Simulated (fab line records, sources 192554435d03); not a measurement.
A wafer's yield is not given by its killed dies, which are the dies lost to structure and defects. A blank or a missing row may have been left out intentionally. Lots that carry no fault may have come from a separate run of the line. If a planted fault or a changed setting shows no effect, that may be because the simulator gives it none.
fab line records	flow n5-finfet
[record] lots = 10	wafers = 29	last-day = 18
route steps=1938 shown HKMG_FIN@400 BEOL_M4@1111 PASSIVATION@1936
lots untouched by any fault: they come from a run of this same line in which no faults occurred
start-h: the number of hours between the record's first day and the start of the first shown wafer of the lot	wait-h: hours since the lot's step before	" repeats the value in the row above	L1.1+2: a row that stands for several wafers	- no value present, or no start provided	* or withheld: withheld	< > ~ a bound
route shown NAME@n: a module of which the file shows steps, and the number in the route of the first	usual: mean/standard deviation taken from wafers without a fault	same: alike in all rows	chamber/n: place in a boat	sites: readings site by site	_std_site: the standard deviation of these	_edge_site: the outer-site mean with the inner-site mean subtracted	radius-mm: how far each site lies from the wafer's centre	mask NAME#n: copy n	behind: the most recent tool/chamber to have shaped the wafer	hold: reason for holding the lot/hours on hold/outcome of the hold	device: whichever transistor did not switch (one of n, p or np)	end of line: the route-end tests of the same wafers	for a step that has no rows: nothing shown but its recipe	killed: dies lost to structure and defects at the first sort, not the wafer's yield	map: per-die view of a wafer (x killed, . not killed, _ where there is no die)
set.NAME: the run value of the setting; set.NAME@STEP: its run value at that earlier step	model.NAME: the simulator's own value behind a step, which no gauge read
one table for each step of the route and one row for each wafer, over a sample of lots
services: a tool's chamber out of use, with start hour (start-h, from the record's first day; less than 0 if before it), hours out, and reason
[[steps]]
[step N5_HKMG_FIN_INSPECT_61]
[recipe] mode = adi	inspect-instrument = macro
[usual] raw-defect-count = 2.2/1.4
lot.wafer	tool	chamber	start-h	wait-h	raw-defect-count
L885.3	defect-inspect-02	-	81.34	0.0	1
L885.5	"	-	"	"	1
L885.6	"	-	"	"	5
L887.4	defect-inspect-01	-	85.80	0.0	3
L887.5	"	-	"	"	3
L887.6	"	-	"	"	1
L888.2	defect-inspect-02	-	91.04	0.0	1
L888.5	"	-	"	"	3
L888.6	"	-	"	"	0
L893.1	defect-inspect-02	-	124.11	0.0	2
L893.3	"	-	"	"	1
L893.4	"	-	"	"	6
L894.4	defect-inspect-02	-	130.46	0.0	3
L894.5	"	-	"	"	2
L899.1	defect-inspect-01	-	159.09	0.0	2
L899.5	"	-	"	"	2
L899.6	"	-	"	"	0
L902.1	defect-inspect-02	-	176.94	0.0	4
L902.2	"	-	"	"	2
L902.3	"	-	"	"	2
L906.3	defect-inspect-01	-	197.06	0.0	2
L906.5	"	-	"	"	1
L906.6	"	-	"	"	2
L907.1	defect-inspect-02	-	203.32	0.0	1
L907.2	"	-	"	"	3
L907.4	"	-	"	"	2
L908.2	defect-inspect-02	-	214.79	0.0	2
L908.3	"	-	"	"	5
L908.5	"	-	"	"	1
[step N5_HKMG_FIN_ALD_79]
[recipe] material = TiN	target-thk-a = 15	temp-c = 400	ald-precursor-family = TiCl4	ald-co-reactant = NH3	pulse-time-s = 1	purge-time-s = 3	co-reactant-purge-time-s = 2	co-reactant-pulse-time-s = 2	ald-cycles = 68	pressure-torr = 3
[usual] heater-power-w = 941/57	precursor-pulse-height-rel = 0.997/0.018
lot.wafer	tool	chamber	start-h	wait-h	heater-power-w	precursor-pulse-height-rel
L885.3	ald-metal-01	3	83.17	0.0	918	1.010
L885.5	"	2	"	"	882	1.013
L885.6	"	1	"	"	987	0.969
L887.4	ald-metal-04	1	87.26	0.0	881	0.999
L887.5	"	0	"	"	1044	1.029
L887.6	"	3	"	"	1029	1.000
L888.2	ald-metal-02	0	92.43	0.0	889	1.003
L888.5	"	0	"	"	895	1.013
L888.6	"	1	"	"	905	1.004
L893.1	ald-metal-02	3	125.55	0.0	932	1.011
L893.3	"	0	"	"	887	1.001
L893.4	"	2	"	"	960	0.975
L894.4	ald-metal-04	1	131.86	0.0	862	0.991
L894.5	"	0	"	"	1060	0.978
L899.1	ald-metal-02	0	160.49	0.0	875	1.014
L899.5	"	3	"	"	945	1.024
L899.6	"	0	"	"	880	1.006
L902.1	ald-metal-02	1	178.34	0.0	922	0.989
L902.2	"	2	"	"	950	0.994
L902.3	"	3	"	"	937	0.984
L906.3	ald-metal-01	0	198.81	0.0	987	0.994
L906.5	"	1	"	"	999	1.027
L906.6	"	0	"	"	997	1.019
L907.1	ald-metal-02	1	204.73	0.0	925	1.008
L907.2	"	3	"	"	934	1.024
L907.4	"	0	"	"	876	0.960
L908.2	ald-metal-02	1	216.20	0.0	919	0.977
L908.3	"	2	"	"	948	0.980
L908.5	"	3	"	"	925	0.973
[step N5_HKMG_FIN_PEB_10]
[recipe] peb-temp-c = withheld	peb-time-s = 60	resist = CAR-ArF
lot.wafer	tool	chamber	start-h	wait-h
L885.3+5+6	litho-track-05	0	85.19	0.0
L887.4+5+6	litho-track-02	0	89.11	0.0
L888.2+5+6	litho-track-04	0	94.28	0.0
L893.1+3+4	litho-track-04	0	127.41	0.1
L894.4+5	litho-track-04	0	134.01	0.0
L899.1+5+6	litho-track-02	0	162.90	0.1
L902.1+2+3	litho-track-05	0	180.43	0.1
L906.3+5+6	litho-track-05	0	200.78	0.0
L907.1+2+4	litho-track-02	0	206.81	0.1
L908.2+3+5	litho-track-04	0	218.07	0.0
[step N5_HKMG_FIN_CD_MEAS_12]
[recipe] target-cd-nm = 92.8	landing-energy-ev = 500	detector = se-inlens
[usual] cd-nm = 93.3/0.61
lot.wafer	tool	chamber	start-h	wait-h	cd-nm
L885.3	cd-sem-03	0	85.26	-	93.8
L885.5	"	0	"	"	93.9
L885.6	"	0	"	"	94.7
L887.4	cd-sem-01	0	89.18	-	93.6
L887.5	"	0	"	"	93.7
L887.6	"	0	"	"	93.8
L888.2	cd-sem-01	0	94.35	-	93.1
L888.5	"	0	"	"	92.7
L888.6	"	0	"	"	92.8
L893.1	cd-sem-03	0	127.48	-	97.6
L893.3	"	0	"	"	93.9
L893.4	"	0	"	"	94.3
L894.4	cd-sem-03	0	134.08	-	92.9
L894.5	"	0	"	"	97.7
L899.1	cd-sem-03	0	162.97	-	93.5
L899.5	"	0	"	"	92.7
L899.6	"	0	"	"	92.7
L902.1	cd-sem-03	0	180.50	-	93.3
L902.2	"	0	"	"	94.3
L902.3	"	0	"	"	94.0
L906.3	cd-sem-03	0	200.84	-	93.8
L906.5	"	0	"	"	93.6
L906.6	"	0	"	"	94.1
L907.1	cd-sem-02	0	206.88	-	94.1
L907.2	"	0	"	"	93.8
L907.4	"	0	"	"	93.2
L908.2	cd-sem-01	0	218.13	-	92.4
L908.3	"	0	"	"	93.5
L908.5	"	0	"	"	92.7
[step N5_HKMG_FIN_STRIP_34]
[recipe] chemistry = CF4	resist = SiARC	power-w = 300	bias-power-w = 75	pressure-mtorr = 50	cf4-flow-sccm = 150	rf-frequency-hz = 6e+07
[usual] drypump-motor-current-A = 5.7/0.38	oes-product-au = 0.75/0.07	rf-vpp-V = 271.3/1.5	showerhead-plenum-p-Torr = 1.80/0.062	throttle-valve-pct = 13.69/0.25
lot.wafer	tool	chamber	start-h	wait-h	drypump-motor-current-A	oes-product-au	rf-hours-counter-h	rf-vpp-V	showerhead-plenum-p-Torr	throttle-valve-pct
L885.3	rie-diel-01	2	85.63	0.0	5.8	0.72	171	270.2	1.79	13.69
L885.5	"	0	"	"	5.5	0.76	-	270.3	1.87	13.59
L885.6	"	1	"	"	5.3	0.72	-	269.0	1.72	14.06
L887.4	rie-diel-01	2	89.55	0.0	5.8	0.72	173	271.4	1.79	13.69
L887.5	"	1	"	"	5.3	0.72	-	269.2	1.72	14.07
L887.6	"	2	"	"	5.8	0.72	-	271.0	1.79	13.70
L888.2	rie-diel-03	1	94.72	0.0	5.7	0.70	219	272.2	1.85	13.96
L888.5	"	1	"	"	5.7	0.70	-	271.3	1.85	13.96
L888.6	"	0	"	"	5.4	0.74	-	271.3	1.73	13.62
L893.1	rie-diel-03	1	127.85	0.0	5.7	0.70	230	272.5	1.84	13.97
L893.3	"	0	"	"	5.3	0.74	162	269.7	1.73	13.65
L893.4	"	0	"	"	5.3	0.73	-	270.4	1.73	13.63
L894.4	rie-diel-01	0	134.45	0.0	5.5	0.74	159	273.7	1.87	13.65
L894.5	"	0	"	"	5.5	0.74	-	273.9	1.87	13.62
L899.1	rie-diel-03	2	163.34	0.0	5.7	0.93	7	272.9	1.91	13.48
L899.5	"	1	"	"	5.7	0.69	-	272.9	1.84	14.00
L899.6	"	2	"	"	5.7	0.93	-	274.3	1.91	13.46
L902.1	rie-diel-03	3	181.10	0.0	6.6	0.83	73	270.9	1.87	13.33
L902.2	"	0	"	"	5.3	0.73	181	268.6	1.72	13.69
L902.3	"	1	"	"	5.6	0.69	249	271.7	1.84	14.00
L906.3	rie-diel-01	1	201.21	0.0	5.3	0.69	223	269.1	1.71	14.15
L906.5	"	2	"	"	5.8	0.70	-	269.2	1.78	13.77
L906.6	"	1	"	"	5.3	0.70	-	268.2	1.71	14.16
L907.1	rie-diel-03	3	207.27	0.0	6.6	0.82	84	273.1	1.86	13.33
L907.2	"	2	"	"	5.7	0.89	22	273.0	1.90	13.51
L907.4	"	3	"	"	6.6	0.82	-	273.6	1.86	13.35
L908.2	rie-diel-03	2	218.50	0.0	5.7	0.88	28	273.1	1.90	13.54
L908.3	"	1	"	"	5.7	0.99	1	272.9	1.84	13.45
L908.5	"	3	"	"	6.6	0.81	-	272.5	1.86	13.34
[step N5_BEOL_M4_RC_MEAS_101]
[usual] DIBL_N = 36.4/1.6	DIBL_P = 36.2/1.8	IOFF_N = 0.159/0.029	IOFF_P = 0.21/0.034	ION_N = 670/12	ION_P = 459/8.2	SS_N = 71.5/0.59	SS_P = 73.2/0.54	VT_N = 250/3.3	VT_P = -250/3.7
lot.wafer	tool	chamber	start-h	wait-h	DIBL_N[mV/V]	DIBL_P[mV/V]	IOFF_N[nA/um]	IOFF_P[nA/um]	ION_N[uA/um]	ION_P[uA/um]	SS_N[mV/dec]	SS_P[mV/dec]	VT_N[mV]	VT_P[mV]
L885.3	prober-02	0	188.80	0.3	35.8	37.4	0.150	0.20	673	460	71.2	73.4	248	-251
L885.5	"	0	"	"	36.6	37.3	0.153	0.20	659	447	71.3	73.6	251	-252
L885.6	"	0	"	"	36.6	37.5	0.164	0.21	671	459	71.5	73.1	251	-254
L887.4	prober-02	0	204.10	0.5	34.8	33.3	0.133	0.20	674	465	70.2	73.3	252	-249
L887.5	"	0	"	"	37.0	35.7	0.170	0.24	685	464	71.5	72.6	248	-247
L887.6	"	0	"	"	36.3	34.5	0.144	0.22	658	459	71.6	73.3	252	-247
L888.2	prober-02	0	209.13	0.2	38.1	36.5	0.204	0.25	697	472	72.2	73.0	248	-247
L888.5	"	0	"	"	39.7	38.4	0.260	0.31	698	477	72.9	73.5	243	-241
L888.6	"	0	"	"	37.4	35.3	0.191	0.24	683	469	72.1	73.2	247	-247
L894.4	prober-01	0	225.42	0.5	38.4	37.0	0.182	0.25	682	470	72.2	73.6	248	-245
L894.5	"	0	"	"	38.0	36.8	0.173	0.24	692	473	71.6	73.7	247	-248
L893.1	prober-01	0	256.60	0.0	35.4	35.6	0.146	0.17	671	458	71.8	72.9	250	-255
L893.3	"	0	"	"	34.2	34.4	0.130	0.15	657	442	72.3	72.1	255	-256
L893.4	"	0	"	"	36.1	38.2	0.167	0.20	672	455	72.0	73.4	249	-251
L899.1	prober-02	0	258.39	0.0	35.5	35.8	0.130	0.20	656	452	71.0	73.0	253	-251
L899.5	"	0	"	"	35.2	35.1	0.126	0.18	668	461	70.8	72.8	254	-252
L899.6	"	0	"	"	36.1	32.9	0.127	0.15	643	445	72.0	72.8	256	-255
L902.1	prober-01	0	293.59	0.0	36.0	35.5	0.161	0.20	663	454	71.7	72.9	253	-254
L902.2	"	0	"	"	34.9	33.7	0.129	0.17	654	449	71.8	72.5	257	-254
L902.3	"	0	"	"	36.2	38.1	0.158	0.23	675	464	72.1	73.4	253	-251
L906.3	prober-02	0	311.25	0.3	35.5	34.9	0.113	0.14	649	443	71.2	72.3	257	-262
L906.5	"	0	"	"	38.6	39.7	0.190	0.20	673	453	72.2	73.7	250	-253
L906.6	"	0	"	"	36.9	37.1	0.152	0.16	675	455	71.9	72.9	251	-258
L907.1	prober-01	0	331.48	0.0	36.1	37.1	0.157	0.22	657	458	71.7	73.4	253	-250
L907.2	"	0	"	"	37.3	39.1	0.196	0.26	689	472	71.7	73.6	247	-248
L907.4	"	0	"	"	33.1	34.9	0.117	0.19	652	460	70.8	72.5	253	-250
L908.2	prober-02	0	335.34	0.2	37.0	37.7	0.179	0.27	671	468	72.1	73.9	248	-245
L908.3	"	0	"	"	32.8	33.8	0.114	0.20	657	466	70.8	72.3	255	-246
L908.5	"	0	"	"	32.9	34.5	0.119	0.23	660	464	70.8	73.0	249	-247
[step N5_PASSIVATION_PROBE_49]
[usual] defect-limited-yield = 91.1/1.5	killed_at_M0_to_M3 = 33/9.9	killed_at_M4_up = 14/5.2	killed-at-contacts = 12/6.7	killed-at-front-end = 43/13	killed-at-other = 3.4/2.7	killed-dies = 105/17	killed-on-rim = 14/4.2	killed-open = 69/13	killed-short = 33/7.5	sort_bin_5_function = 5.2/0.91	sort_bin_6_memory = 3.3/0.71	sort_bin_8_speed = 0.00/0.032	sort-n-pass = 1075/17	sort-yield-pct = 91.1/1.5
[same] gross-dies = 1180	killed-at-back-side = 0	sort_bin_4_leakage[%] = 0
lot.wafer	tool	chamber	start-h	wait-h	defect-limited-yield[%]	killed_at_M0_to_M3	killed_at_M4_up	killed-at-contacts	killed-at-front-end	killed-at-other	killed-dies	killed-on-rim	killed-open	killed-short	sort_bin_5_function[%]	sort_bin_6_memory[%]	sort_bin_8_speed[%]	sort-n-pass	sort-yield-pct[%]
L885.3	prober-01	-	305.33	0.1	90.4	37	17	10	43	6	113	14	69	43	5.6	3.6	0	1067	90.4
L885.5	prober-01	-	305.43	0.2	89.2	56	11	22	39	0	128	15	99	28	6.5	4.2	0	1052	89.2
L885.6	prober-01	-	305.48	0.3	89.6	45	14	16	47	1	123	18	84	39	5.8	4.2	0	1057	89.6
L887.4	prober-02	-	316.36	0.2	91.4	39	13	8	40	1	101	18	68	33	5.3	3.1	0	1079	91.4
L887.5	prober-02	-	316.41	0.2	91.2	48	11	2	41	2	104	13	68	36	5.6	3.0	0	1076	91.2
L887.6	prober-02	-	316.46	0.3	92.7	29	11	7	38	1	86	11	52	33	4.2	2.7	0	1094	92.7
L888.2	prober-02	-	317.90	0.1	91.5	51	9	5	33	2	100	7	70	29	4.8	3.2	0	1080	91.5
L888.5	prober-02	-	318.05	0.2	92.5	19	5	8	55	1	88	19	67	21	5.3	2.1	0	1092	92.5
L888.6	prober-02	-	318.10	0.3	92.5	29	13	4	41	2	89	10	62	27	4.2	3.1	0	1091	92.5
L894.4	prober-02	-	328.22	0.2	89.8	47	20	2	43	8	120	17	74	44	6.5	3.6	0	1060	89.8
L894.5	prober-02	-	328.27	0.2	91.9	34	16	6	27	12	95	15	52	43	4.5	3.0	0	1085	91.9
L893.1	prober-01	-	357.26	0.0	92.8	25	18	8	31	3	85	15	55	29	5.0	2.0	0	1095	92.8
L893.3	prober-01	-	357.36	0.1	88.7	30	16	27	57	3	133	18	100	31	6.4	4.6	0	1047	88.7
L893.4	prober-01	-	357.41	0.2	93.6	17	4	7	41	7	76	11	54	20	4.0	2.5	0	1104	93.6
L899.1	prober-02	-	360.23	0.0	91.1	47	9	16	30	3	105	14	64	39	5.8	3.0	0	1075	91.1
L899.5	prober-02	-	360.43	0.2	92.1	32	17	10	28	6	93	12	58	33	5.2	2.4	0	1087	92.1
L899.6	prober-02	-	360.48	0.3	92.5	29	10	21	28	1	89	10	57	32	5.1	2.5	0.17	1089	92.3
L902.1	prober-02	-	397.43	0.0	89.9	46	14	6	50	3	119	18	79	39	6.3	3.6	0	1061	89.9
L902.2	prober-02	-	397.48	0.1	88.1	36	12	12	78	3	141	21	91	48	6.4	5.2	0	1039	88.1
L902.3	prober-02	-	397.53	0.1	89.2	27	12	18	70	1	128	12	85	41	6.4	4.1	0	1052	89.2
L906.3	prober-02	-	417.63	0.1	91.2	45	17	5	25	12	104	8	69	35	5.3	3.1	0	1076	91.2
L906.5	prober-02	-	417.73	0.2	93.6	25	10	2	32	7	76	12	51	25	3.6	2.6	0	1104	93.6
L906.6	prober-02	-	417.78	0.3	94.0	35	15	4	15	2	71	11	45	26	3.5	2.2	0	1109	94.0
L907.1	prober-01	-	432.35	0.0	91.3	40	8	12	41	2	103	15	65	35	4.3	4.2	0	1077	91.3
L907.2	prober-01	-	432.40	0.1	91.1	37	15	8	39	6	105	6	71	34	5.3	3.5	0	1075	91.1
L907.4	prober-01	-	432.50	0.2	92.4	34	4	11	40	1	90	12	58	32	4.1	3.0	0	1090	92.4
L908.2	prober-01	-	438.40	0.1	89.2	35	20	17	54	2	128	26	81	41	6.1	3.9	0	1052	89.2
L908.3	prober-01	-	438.45	0.1	89.5	57	9	12	42	4	124	16	74	49	6.1	4.2	0	1056	89.5
L908.5	prober-01	-	438.55	0.2	91.6	38	9	10	38	4	99	11	57	37	4.7	3.3	0	1081	91.6
// killed by level:class
L885.3 FIN_SAQP:geometric-particle:open=13 BEOL_M1:geometric-particle:open=8 BEOL_M0_SAQP:geometric-particle:open=7 MOL_CONTACT_COAG:geometric-particle:open=6 BEOL_M0_SAQP:geometric-particle:short=6 BEOL_M2:geometric-particle:open=6 BEOL_M4:geometric-particle:open=6 STARTING-WAFER:geometric-particle:short=6
L885.5 FIN_SAQP:geometric-particle:open=19 MOL_CONTACT_COAG:geometric-particle:open=16 BEOL_M2:geometric-particle:open=15 BEOL_M0_SAQP:geometric-particle:short=11 BEOL_M3:geometric-particle:open=10 BEOL_M0_SAQP:geometric-particle:open=7 MOL_CONTACT_COAG:geometric-particle:short=6 BEOL_M4:geometric-particle:open=6
L885.6 MOL_CONTACT_COAG:geometric-particle:open=14 FIN_SAQP:geometric-particle:open=13 BEOL_M2:geometric-particle:open=13 FIN_SAQP:geometric-particle:short=9 BEOL_M0_SAQP:geometric-particle:open=9 BEOL_M0_SAQP:geometric-particle:short=8 STARTING-WAFER:geometric-particle:open=5 BEOL_M7:geometric-particle:open=5
L887.4 BEOL_M2:geometric-particle:open=15 STI_FIN_REVEAL:geometric-particle:open=10 MOL_CONTACT_COAG:geometric-particle:open=8 BEOL_M0:geometric-particle:open=7 BEOL_M4:geometric-particle:short=6 BEOL_M3:geometric-particle:open=5 DUMMY_GATE:geometric-particle:open=4 ILD0:geometric-particle:short=4
L887.5 STI_FIN_REVEAL:geometric-particle:open=16 BEOL_M2:geometric-particle:open=11 BEOL_M0_SAQP:geometric-particle:open=10 BEOL_M1:geometric-particle:open=8 FIN_SAQP:geometric-particle:short=7 BEOL_M0_SAQP:geometric-particle:short=5 BEOL_M1:geometric-particle:short=5 BEOL_M2:geometric-particle:short=4
L887.6 BEOL_M2:geometric-particle:open=13 FIN_SAQP:geometric-particle:short=11 BEOL_M0_SAQP:geometric-particle:short=7 MOL_CONTACT_COAG:geometric-particle:open=6 FIN_SAQP:geometric-particle:open=5 BEOL_M0:geometric-particle:open=5 BEOL_M4:geometric-particle:open=5 STARTING-WAFER:geometric-particle:short=5
L888.2 BEOL_M1:geometric-particle:open=16 BEOL_M2:geometric-particle:open=14 BEOL_M3:geometric-particle:open=7 DUMMY_GATE:geometric-particle:open=7 FIN_SAQP:geometric-particle:open=4 MOL_CONTACT_COAG:geometric-particle:open=4 BEOL_M0_SAQP:geometric-particle:short=4 FIN_SAQP:geometric-particle:short=3
L888.5 FIN_SAQP:geometric-particle:open=17 STI_FIN_REVEAL:geometric-particle:open=14 BEOL_M1:geometric-particle:open=6 BEOL_M3:geometric-particle:open=6 ILD0:geometric-particle:open=4 ILD0:geometric-particle:short=4 MOL_CONTACT_COAG:geometric-particle:short=4 MOL_CONTACT_COAG:geometric-particle:open=4
L888.6 BEOL_M1:geometric-particle:open=10 FIN_SAQP:geometric-particle:open=8 STI_FIN_REVEAL:geometric-particle:open=7 DUMMY_GATE:geometric-particle:open=7 FIN_SAQP:geometric-particle:short=5 SPACER0:geometric-particle:open=5 BEOL_M0_SAQP:geometric-particle:short=5 BEOL_M4:geometric-particle:open=5
L894.4 BEOL_M0_SAQP:geometric-particle:open=17 BEOL_M0_SAQP:geometric-particle:short=13 FIN_SAQP:geometric-particle:short=10 FIN_SAQP:geometric-particle:open=9 BEOL_M4:geometric-particle:open=8 BEOL_M3:geometric-particle:open=7 ILD0:geometric-particle:open=6 GATE_CUT:geometric-particle:open=4
L894.5 BEOL_M0_SAQP:geometric-particle:short=17 BEOL_M3:geometric-particle:open=7 PAD_METAL:geometric-particle:open=7 BEOL_M0_SAQP:geometric-particle:open=5 BEOL_M4:geometric-particle:open=5 GATE_CUT:geometric-particle:short=4 MOL_CONTACT_COAG:geometric-particle:open=4 FIN_SAQP:geometric-particle:short=3
L893.1 BEOL_M3:geometric-particle:open=12 BEOL_M4:geometric-particle:open=8 FIN_SAQP:geometric-particle:open=7 STI_FIN_REVEAL:geometric-particle:open=6 MOL_CONTACT_COAG:geometric-particle:open=6 FIN_SAQP:geometric-particle:short=5 BEOL_M1:geometric-particle:open=4 DUMMY_GATE:geometric-particle:open=3
L893.3 FIN_SAQP:geometric-particle:open=21 MOL_CONTACT_COAG:geometric-particle:open=21 BEOL_M3:geometric-particle:open=10 DUMMY_GATE:geometric-particle:open=7 MOL_CONTACT_COAG:geometric-particle:short=6 BEOL_M2:geometric-particle:open=6 BEOL_M4:geometric-particle:open=6 FIN_CUT:geometric-particle:open=4
L893.4 FIN_SAQP:geometric-particle:open=14 BEOL_M3:geometric-particle:open=8 MOL_CONTACT_COAG:geometric-particle:open=6 STI_FIN_REVEAL:geometric-particle:open=5 PAD_METAL:geometric-particle:short=5 STARTING-WAFER:geometric-particle:open=4 FIN_SAQP:geometric-particle:short=3 DUMMY_GATE:geometric-particle:open=3
L899.1 BEOL_M0_SAQP:geometric-particle:short=13 BEOL_M2:geometric-particle:open=12 MOL_CONTACT_COAG:geometric-particle:open=11 BEOL_M0_SAQP:geometric-particle:open=8 BEOL_M1:geometric-particle:open=8 FIN_SAQP:geometric-particle:open=7 FIN_SAQP:geometric-particle:short=6 MOL_CONTACT_COAG:geometric-particle:short=5
L899.5 BEOL_M2:geometric-particle:open=11 FIN_SAQP:geometric-particle:short=8 BEOL_M1:geometric-particle:open=8 BEOL_M4:geometric-particle:open=8 FIN_SAQP:geometric-particle:open=7 MOL_CONTACT_COAG:geometric-particle:open=6 MIM_TOP_ETCH:geometric-particle:short=5 MOL_CONTACT_COAG:geometric-particle:short=4
L899.6 MOL_CONTACT_COAG:geometric-particle:open=19 FIN_SAQP:geometric-particle:short=8 BEOL_M0_SAQP:geometric-particle:short=6 FIN_SAQP:geometric-particle:open=5 BEOL_M1:geometric-particle:open=5 STI_FIN_REVEAL:geometric-particle:open=4 BEOL_M0_SAQP:geometric-particle:open=4 BEOL_M2:geometric-particle:open=4
L902.1 BEOL_M3:geometric-particle:open=19 FIN_SAQP:geometric-particle:open=16 FIN_SAQP:geometric-particle:short=11 BEOL_M0_SAQP:geometric-particle:short=8 MOL_CONTACT_COAG:geometric-particle:open=6 BEOL_M0_SAQP:geometric-particle:open=6 STI_FIN_REVEAL:geometric-particle:open=5 BEOL_M0:geometric-particle:open=5
L902.2 FIN_SAQP:geometric-particle:open=22 FIN_SAQP:geometric-particle:short=18 STI_FIN_REVEAL:geometric-particle:open=12 BEOL_M0_SAQP:geometric-particle:open=8 BEOL_M3:geometric-particle:open=8 MOL_CONTACT_COAG:geometric-particle:open=7 BEOL_M0_SAQP:geometric-particle:short=6 MOL_CONTACT_COAG:geometric-particle:short=5
L902.3 FIN_SAQP:geometric-particle:open=27 FIN_SAQP:geometric-particle:short=13 STI_FIN_REVEAL:geometric-particle:open=10 MOL_CONTACT_COAG:geometric-particle:open=10 BEOL_M0_SAQP:geometric-particle:short=9 MOL_CONTACT_COAG:geometric-particle:short=7 GATE_CUT:geometric-particle:short=4 GATE_CUT:geometric-particle:open=4
L906.3 BEOL_M0_SAQP:geometric-particle:open=16 BEOL_M0_SAQP:geometric-particle:short=11 BEOL_M4:geometric-particle:open=11 BEOL_M0:geometric-particle:open=5 BEOL_M2:geometric-particle:open=5 MOL_CONTACT_COAG:geometric-particle:open=4 PASS1_CAP:geometric-particle:open=4 FIN_SAQP:geometric-particle:open=3
L906.5 BEOL_M0_SAQP:geometric-particle:open=12 DUMMY_GATE:geometric-particle:open=10 BEOL_M0_SAQP:geometric-particle:short=6 STARTING-WAFER:geometric-particle:open=6 BEOL_M4:geometric-particle:open=5 FIN_SAQP:geometric-particle:open=4 STARTING-WAFER:geometric-particle:short=4 DUMMY_GATE:geometric-particle:short=3
L906.6 BEOL_M0_SAQP:geometric-particle:short=12 BEOL_M0_SAQP:geometric-particle:open=10 BEOL_M4:geometric-particle:open=6 DUMMY_GATE:geometric-particle:open=4 MOL_CONTACT_COAG:geometric-particle:open=4 BEOL_M6:geometric-particle:open=4 FIN_SAQP:geometric-particle:open=3 BEOL_M0:geometric-particle:open=3
L907.1 MOL_CONTACT_COAG:geometric-particle:open=9 FIN_SAQP:geometric-particle:short=8 BEOL_M0_SAQP:geometric-particle:open=7 STI_FIN_REVEAL:geometric-particle:open=6 BEOL_M1:geometric-particle:open=6 BEOL_M2:geometric-particle:open=6 BEOL_M3:geometric-particle:open=6 DUMMY_GATE:geometric-particle:open=5
L907.2 FIN_SAQP:geometric-particle:short=7 FIN_SAQP:geometric-particle:open=7 BEOL_M0_SAQP:geometric-particle:short=7 BEOL_M1:geometric-particle:open=7 BEOL_M3:geometric-particle:open=7 BEOL_M0_SAQP:geometric-particle:open=6 BEOL_M8:geometric-particle:open=6 MOL_CONTACT_COAG:geometric-particle:open=5
L907.4 MOL_CONTACT_COAG:geometric-particle:open=11 BEOL_M0_SAQP:geometric-particle:open=10 BEOL_M0_SAQP:geometric-particle:short=9 DUMMY_GATE:geometric-particle:open=7 STI_FIN_REVEAL:geometric-particle:open=5 GATE_CUT:geometric-particle:short=4 GATE_CUT:geometric-particle:open=4 BEOL_M1:geometric-particle:open=4
L908.2 MOL_CONTACT_COAG:geometric-particle:open=14 BEOL_M0_SAQP:geometric-particle:open=10 FIN_SAQP:geometric-particle:open=9 FIN_SAQP:geometric-particle:short=9 STI_FIN_REVEAL:geometric-particle:open=8 BEOL_M4:geometric-particle:open=7 DUMMY_GATE:geometric-particle:open=6 BEOL_M3:geometric-particle:open=6
L908.3 MOL_CONTACT_COAG:geometric-particle:open=11 BEOL_M0_SAQP:geometric-particle:short=11 BEOL_M1:geometric-particle:short=9 FIN_SAQP:geometric-particle:open=8 BEOL_M0_SAQP:geometric-particle:open=8 BEOL_M3:geometric-particle:open=8 GATE_CUT:geometric-particle:short=6 BEOL_M0:geometric-particle:open=6
L908.5 FIN_SAQP:geometric-particle:short=10 MOL_CONTACT_COAG:geometric-particle:open=8 BEOL_M0_SAQP:geometric-particle:short=7 BEOL_M1:geometric-particle:open=7 FIN_SAQP:geometric-particle:open=6 BEOL_M2:geometric-particle:open=6 GATE_CUT:geometric-particle:open=5 BEOL_M0_SAQP:geometric-particle:open=5
[[services]]
tool	chamber	start-h	hours	kind
ald-metal-04	3	65.19	3.1	repair
ald-metal-02	-	76.44	0.7	repair
ald-metal-02	2	89.39	6.4	repair
rie-diel-01	1	95.89	7.1	repair
ald-metal-01	-	125.42	8.7	pm
rie-diel-03	2	127.13	-	clean
rie-diel-03	2	127.13	-	consumable-replace:focus-ring
rie-diel-03	2	127.13	-	consumable-replace:showerhead
rie-diel-03	2	127.13	11.0	scheduled-down
rie-diel-03	2	127.13	11.0	vent-cycle
rie-diel-03	2	177.94	5.5	repair
rie-diel-03	1	183.66	-	clean
rie-diel-03	1	183.66	-	consumable-replace:focus-ring
rie-diel-03	1	183.66	31.7	scheduled-down
rie-diel-03	1	183.66	31.7	vent-cycle
ald-metal-04	3	188.33	9.8	repair
ald-metal-01	-	195.40	2.1	repair
rie-diel-03	-	205.84	0.2	repair
[[key]]
[first-sign] step = N5_HKMG_FIN_CD_MEAS_12	reading = cd-nm	direction = up	sigmas = 7	usual = 93.3	struck = 97.6
effect none on later readings
met-at N5_HKMG_FIN_PEB_10
struck-lots L893,L894
struck-wafers L893.1,L894.5
not-acting-at N5_HKMG_FIN_INSPECT_61,N5_HKMG_FIN_ALD_79,N5_HKMG_FIN_STRIP_34
onset-between 94.28 127.41
[fault] kind = process-parameter-drift	tool = litho-track-04	chamber = -	onset-h = 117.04	steps = N5_HKMG_FIN_PEB_10	channel = peb-time-s	offset = *	shape = step	end-h = 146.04	scope = struck-wafers-only	acts-in = *	stated = *
